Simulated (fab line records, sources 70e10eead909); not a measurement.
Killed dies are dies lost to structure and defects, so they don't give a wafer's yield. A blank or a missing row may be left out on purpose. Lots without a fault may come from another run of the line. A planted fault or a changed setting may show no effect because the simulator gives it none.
Which tool did it? | flow nand_harc | 12 lots, 36 wafers sampled, at 6 steps of a route of 1302

WHAT THE GAUGES READ, wafer by wafer
NHARC_P_GATE_CD_MEAS_33. Usual: cd_nm 119.7 nm, standard deviation 2.4.
lot  | measured     | on        | cd_nm (nm)        | flag
L787 | day 5 11:12  | cd_sem-02 | 117.4 120.2 122.4 |
L788 | day 6 02:43  | cd_sem-03 | 118.6 122.9 119.7 |
L792 | day 7 09:07  | cd_sem-01 | 114.2 118.6 118.2 |
L793 | day 7 21:43  | cd_sem-02 | 120.2 117.8 120.1 |
L794 | day 8 10:53  | cd_sem-03 | 115.8 121.9 118.7 |
L795 | day 8 22:28  | cd_sem-03 | 125.0 118.5 124.2 |
L796 | day 9 05:44  | cd_sem-03 | 114.4 119.6 117.9 |
L797 | day 9 15:44  | cd_sem-02 | 119.4 119.2 122.8 |
L798 | day 9 21:33  | cd_sem-02 | 118.3 117.8 120.8 |
L799 | day 10 10:11 | cd_sem-01 | 117.6 119.2 116.8 |
L800 | day 11 02:18 | cd_sem-03 | 112.6 117.5 118.7 |
L809 | day 14 20:13 | cd_sem-01 | 120.2 118.5 117.3 |

NHARC_P_GATE_CD_MEAS_46: target cd 720 nm. Usual: cd_nm 718.7 nm, standard deviation 1.5.
lot  | measured     | on        | cd_nm (nm)        | flag
L787 | day 6 00:07  | cd_sem-01 | 718.7 718.2 717.7 |
L788 | day 6 13:39  | cd_sem-01 | 720.4 720.4 719.7 |
L792 | day 7 20:04  | cd_sem-03 | 721.0 718.9 719.2 |
L793 | day 8 08:48  | cd_sem-03 | 717.8 714.7 717.6 |
L794 | day 8 21:47  | cd_sem-01 | 718.8 720.2 716.6 |
L795 | day 9 09:36  | cd_sem-02 | 717.2 716.9 720.2 |
L796 | day 9 16:44  | cd_sem-02 | 718.9 719.2 718.8 |
L797 | day 10 02:44 | cd_sem-02 | 720.2 717.1 717.1 |
L798 | day 10 10:43 | cd_sem-02 | 720.6 717.8 719.8 |
L799 | day 10 20:59 | cd_sem-02 | - - -             | OFF
L800 | day 11 13:14 | cd_sem-03 | 718.5 719.0 719.4 |
L809 | day 15 07:01 | cd_sem-02 | 719.5 717.0 718.4 |

NHARC_END_SORT_01. Usual: killed_at_array 58, standard deviation 20; killed_at_other 1.0, standard deviation 1.2; killed_at_periphery 4.1, standard deviation 3; killed_dies 63, standard deviation 20; killed_open 3.2, standard deviation 1.7; killed_short 2.5, standard deviation 1.5.
lot  | measured     | on        | killed_at_array | killed_at_other | killed_at_periphery | killed_dies | killed_open | killed_short | flag
L799 | day 29 17:09 | prober-02 | 27 20 31        | 2 1 1           | 648 656 645         | 677 677 677 | 1 2 4       | 2 0 2        | OFF

WHICH TOOL RAN EACH LOT (tool, then ch and the chambers of the sampled wafers, then the start)
lot  | NHARC_P_GATE_HM_OPEN_105                     | NHARC_P_GATE_EXPOSE_43            | NHARC_P_GATE_STRIP_111
L787 | rie_diel-02 ch 0,1,3, day 5 11:12 or earlier | krf_scanner-04 ch 0, day 5 23:58  | plasma_asher-02 ch 0,1, day 6 00:44
L788 | rie_diel-04 ch 0,1,2, day 6 02:43 or earlier | krf_scanner-04 ch 0, day 6 13:29  | plasma_asher-02 ch 0,1, day 6 14:11
L792 | rie_diel-02 ch 0,1,3, day 7 09:07 or earlier | krf_scanner-03 ch 0, day 7 19:55  | plasma_asher-01 ch 0,1, day 7 20:36
L793 | rie_diel-12 ch 0,2,3, day 7 21:43 or earlier | krf_scanner-04 ch 0, day 8 08:38  | plasma_asher-02 ch 0,1, day 8 09:20
L794 | rie_diel-12 ch 0,2, day 8 10:53 or earlier   | krf_scanner-04 ch 0, day 8 21:37  | plasma_asher-02 ch 0,1, day 8 22:22
L795 | rie_diel-02 ch 1,2,3, day 8 22:28 or earlier | krf_scanner-03 ch 0, day 9 09:26  | plasma_asher-01 ch 0,1, day 9 10:07
L796 | rie_diel-04 ch 0,2,3, day 9 05:44 or earlier | krf_scanner-01 ch 0, day 9 16:35  | plasma_asher-01 ch 0,1, day 9 17:17
L797 | rie_diel-04 ch 0,3, day 9 15:44 or earlier   | krf_scanner-04 ch 0, day 10 02:35 | plasma_asher-01 ch 0,1, day 10 03:22
L798 | rie_diel-02 ch 0,1,3, day 9 21:33 or earlier | krf_scanner-01 ch 0, day 10 10:34 | plasma_asher-02 ch 0,1, day 10 11:14
L799 | rie_diel-12 ch 0,2, day 10 10:11 or earlier  | krf_scanner-01 ch 0, day 10 20:50 | plasma_asher-01 ch 0,1, day 10 21:37
L800 | rie_diel-12 ch 0,1, day 11 02:18 or earlier  | krf_scanner-04 ch 0, day 11 13:05 | plasma_asher-01 ch 0,1, day 11 13:46
L809 | rie_diel-04 ch 0,1, day 14 20:13 or earlier  | krf_scanner-01 ch 0, day 15 06:52 | plasma_asher-02 ch 0,1, day 15 07:38
- NHARC_P_GATE_HM_OPEN_105: chemistry O2/COS, target depth 360 nm.
- NHARC_P_GATE_EXPOSE_43: exposes mask P NSD, target cd 720 nm.
- NHARC_P_GATE_STRIP_111: strips in N2/H2, time 250 s.

WHAT THE TOOLS THEMSELVES READ (means of the sampled wafers that have a number; where no wafer has one, the mark that the record gives instead)
NHARC_P_GATE_HM_OPEN_105. Usual: cos_flow_sccm 20.00 sccm, standard deviation 0.051; drypump_motor_current_A 5.7 A, standard deviation 0.45; oes_product_au 1.002 a.u., standard deviation 0.01; rf_vpp_V 466.7 V, standard deviation 2.3; showerhead_plenum_p_Torr 3.10 Torr, standard deviation 0.099; throttle_valve_pct 28.331 %, standard deviation 0.0089.
lot  | tool        | cos_flow_sccm (sccm) | drypump_motor_current_A (A) | oes_product_au (a.u.) | rf_vpp_V (V) | showerhead_plenum_p_Torr (Torr) | throttle_valve_pct (%) | flag
L787 | rie_diel-02 | 19.98                | 5.8                         | 1.006                 | 466.8        | 3.11                            | 28.334                 |
L788 | rie_diel-04 | 20.01                | 5.8                         | 1.001                 | 467.8        | 3.15                            | 28.333                 |
L792 | rie_diel-02 | 19.97                | 5.9                         | 1.011                 | 466.6        | 3.11                            | 28.335                 |
L793 | rie_diel-12 | 20.04                | 5.4                         | 1.001                 | 466.4        | 3.05                            | 28.332                 |
L794 | rie_diel-12 | 19.99                | 5.5                         | 1.012                 | 466.2        | 3.08                            | 28.336                 |
L795 | rie_diel-02 | 19.97                | 6.2                         | 0.993                 | 466.1        | 3.09                            | 28.315                 |
L796 | rie_diel-04 | 20.03                | 5.7                         | 1.006                 | 466.6        | 3.10                            | 28.329                 |
L797 | rie_diel-04 | 19.98                | 5.2                         | 0.995                 | 465.6        | 3.08                            | 28.327                 |
L798 | rie_diel-02 | 19.96                | 5.9                         | 1.010                 | 466.8        | 3.11                            | 28.329                 |
L799 | rie_diel-12 | 20.03                | 5.4                         | 1.011                 | 465.4        | 3.08                            | 28.329                 |
L800 | rie_diel-12 | 20.06                | 5.5                         | 1.003                 | 466.7        | 3.10                            | 28.335                 |
L809 | rie_diel-04 | 19.96                | 5.5                         | 0.987                 | 467.7        | 3.17                            | 28.324                 |

NHARC_P_GATE_EXPOSE_43. Usual: exposure_dose_mJ_cm2 14.809, standard deviation 0.015; stage_vel_mm_s 500.01 mm/s, standard deviation 0.29.
lot  | tool           | exposure_dose_mJ_cm2 | stage_vel_mm_s (mm/s) | flag
L787 | krf_scanner-04 | 14.812               | 500.12                |
L788 | krf_scanner-04 | 14.812               | 500.10                |
L792 | krf_scanner-03 | 14.814               | 499.96                |
L793 | krf_scanner-04 | 14.822               | 499.86                |
L794 | krf_scanner-04 | 14.818               | 499.96                |
L795 | krf_scanner-03 | 14.823               | 500.37                |
L796 | krf_scanner-01 | 14.783               | 499.94                |
L797 | krf_scanner-04 | 14.824               | 499.38                |
L798 | krf_scanner-01 | 14.797               | 500.57                |
L799 | krf_scanner-01 | 14.826               | 500.12                |
L800 | krf_scanner-04 | 14.815               | 500.10                |
L809 | krf_scanner-01 | 14.800               | 500.20                |

NHARC_P_GATE_STRIP_111. Usual: drypump_motor_current_A 5.7 A, standard deviation 0.45; heater_power_w 85 W, standard deviation 7.4.
lot  | tool            | drypump_motor_current_A (A) | heater_power_w (W) | flag
L787 | plasma_asher-02 | 6.1                         | 89                 |
L788 | plasma_asher-02 | 6.2                         | 95                 |
L792 | plasma_asher-01 | 5.5                         | 81                 |
L793 | plasma_asher-02 | 6.2                         | 96                 |
L794 | plasma_asher-02 | 6.1                         | 90                 |
L795 | plasma_asher-01 | 5.4                         | 80                 |
L796 | plasma_asher-01 | 5.2                         | 81                 |
L797 | plasma_asher-01 | 5.2                         | 81                 |
L798 | plasma_asher-02 | 6.2                         | 90                 |
L799 | plasma_asher-01 | 5.3                         | 82                 |
L800 | plasma_asher-01 | 5.3                         | 81                 |
L809 | plasma_asher-02 | 6.1                         | 90                 |

THE ANSWER, worked out from the rows above alone
Rule: a lot is off if the mean of its wafers that have a number lies more than 3 standard deviations from the usual mean. A lot without any number at a reading at which 4 lots or more have one is off too. The other lots that the step has rows for count as sound. The gauges are gone through in route order, then the tools' own readings, and for those a lot's mean is taken as printed above. The first step at which some lot is off is used, and at that step the reading that is off furthest; a lot without a number counts as furthest.
Off: L799, at NHARC_P_GATE_CD_MEAS_46 (cd_nm). Without a number there: L799.
A tool fits if, at a process step before that reading, it ran every lot that is off, and no sound lot after the first of them. The gauges at NHARC_P_GATE_CD_MEAS_46 aren't tried: what is off there is off at NHARC_END_SORT_01 too, on other tools, and a gauge's error can't cause that. NHARC_P_GATE_HM_OPEN_105 gives no start for some lots, so the hours and the order of its lots are those of NHARC_P_GATE_CD_MEAS_33. None of those tried fits.

WHAT THE SIMULATOR HAD PUT IN
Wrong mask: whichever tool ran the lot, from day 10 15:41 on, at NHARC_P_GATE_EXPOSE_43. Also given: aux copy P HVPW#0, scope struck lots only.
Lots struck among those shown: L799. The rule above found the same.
